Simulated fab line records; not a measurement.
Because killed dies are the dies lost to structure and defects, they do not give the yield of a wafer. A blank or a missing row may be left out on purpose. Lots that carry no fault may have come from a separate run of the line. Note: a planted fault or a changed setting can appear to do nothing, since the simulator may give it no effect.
A struck lot beside a sound one	flow nand harc	14 steps out of a route of 1302
Sound: wafers L649.1, L649.2, L649.6. The struck wafers were L662.1, L662.3, L662.4. The cause is given at the end.
Order at every step that has rows: each side's tool, ch and its chambers, its first start. Under that, the readings that differ: sound wafers	struck wafers	difference of the means	sigmas: that difference in standard deviations of wafers without a fault.
alike: a reading whose means differ by less than 2 such deviations, as well as words and numbers matching on both sides. not compared: withheld readings; readings where some wafer has no value; bounds like >300 that might hide an equal value; numbers whose values overlap and for which the record gives no deviation.
A row with sigmas, a row that says differs or no value, or rows on one side alone: a step with any of these is where the two part. When numbers do not overlap yet have no deviation, they are printed without sigmas and do not part them. Lack of a reading on every wafer of one side parts them only where that side has two or more wafers.

NHARC_A_CHANNEL_HOLE_D1_ETCH_44: etches the open film in CF4/O2, target depth 140 nm, overetch 14 nm, time 77 s.
  sound on rie diel-01 ch 0,2,3, day 8 20:37; struck on rie diel-05 ch 0,2,3, day 14 21:14
  alike: drypump motor current A, oes_ar_750_au, oes product au, rf vpp V, showerhead plenum p Torr, throttle valve pct
  not compared: rf hours counter h
NHARC_A_CHANNEL_HOLE_D1_STRIP_27: strips in O2.
  sound on rie diel-01 ch 0,1; struck on rie diel-05 ch 0,1,3
  alike: drypump motor current A, oes product au, rf vpp V, showerhead plenum p Torr, throttle valve pct
  not compared: rf hours counter h
then, 2 steps without rows for these wafers: NHARC_A_CHANNEL_HOLE_D1_PRECLEAN_28 (cleans in SC1); NHARC_A_CHANNEL_HOLE_D1_SRD_29.
NHARC_A_CHANNEL_HOLE_D1_CD_MEAS_30:
  struck on cd sem-02, day 14 22:02; sound on cd sem-03, day 8 21:24
  alike: cd nm
NHARC_A_CHANNEL_HOLE_D1_XSEM_31:
  sound on xsem-01 ch 0, day 8 21:29; struck on xsem-01 ch 0, day 14 22:07
  alike: bot cd nm, bow nm, tilt deg
NHARC_A_CHANNEL_HOLE_D1_INSPECT_40:
  struck on defect inspect-02, day 14 22:13; sound on defect inspect-01, day 8 21:35
reading	sound	struck	difference	sigmas
raw defect count	30 43 48	103 96 114	+64	+2
then, 3 steps without rows for these wafers: NHARC_A_CHANNEL_FILL_D1_PRECLEAN_00 (cleans in SC1); NHARC_A_CHANNEL_FILL_D1_SRD_01; NHARC_A_CHANNEL_FILL_D1_ALD_02 (deposits SiO2, target thk 6 nm, pulse time 10 s, ald cycles 60).
NHARC_A_CHANNEL_FILL_D1_ALD_03: deposits SiNx, target thk 6 nm, pulse time 60 s, ald cycles 58.
  sound on ald sin batch-03 ch 0; struck on ald sin batch-03 ch 0
  alike: chamber pressure Torr, precursor pulse height rel, susceptor temp C
NHARC_A_CHANNEL_FILL_D1_ALD_14: deposits SiO2, target thk 2.5 nm, pulse time 10 s, ald cycles 25.
  sound on ald hk-01 ch 2,3, day 9 06:37; struck on ald hk-03 ch 0,2,3, day 15 05:27
reading	sound	struck	difference	sigmas
susceptor temp C (C)	299.88 300.33 299.96	- - -	no value on the struck wafers	
  alike: heater power w, precursor pulse height rel
  not compared: since wet clean h
NHARC_A_CHANNEL_FILL_D1_ALD_15: deposits SiNx, target thk 2 nm, pulse time 60 s, ald cycles 19.
  sound on ald sin batch-01 ch 0, day 9 09:43; struck on ald sin batch-02 ch 0, day 15 08:34
reading	sound	struck	difference	sigmas
susceptor temp C (C)	- - -	662.0 661.0 660.9	no value on the sound wafers	
  alike: chamber pressure Torr, precursor pulse height rel
then, 1 step without rows for these wafers: NHARC_A_CHANNEL_FILL_D1_ALD_16 (deposits SiO2, target thk 1.5 nm, pulse time 10 s, ald cycles 15).

## WHERE THEY PART
Last at NHARC_A_CHANNEL_FILL_D1_ALD_15 as far as this record goes, first at NHARC_A_CHANNEL_HOLE_D1_INSPECT_40.

WHY: what the simulator had put in
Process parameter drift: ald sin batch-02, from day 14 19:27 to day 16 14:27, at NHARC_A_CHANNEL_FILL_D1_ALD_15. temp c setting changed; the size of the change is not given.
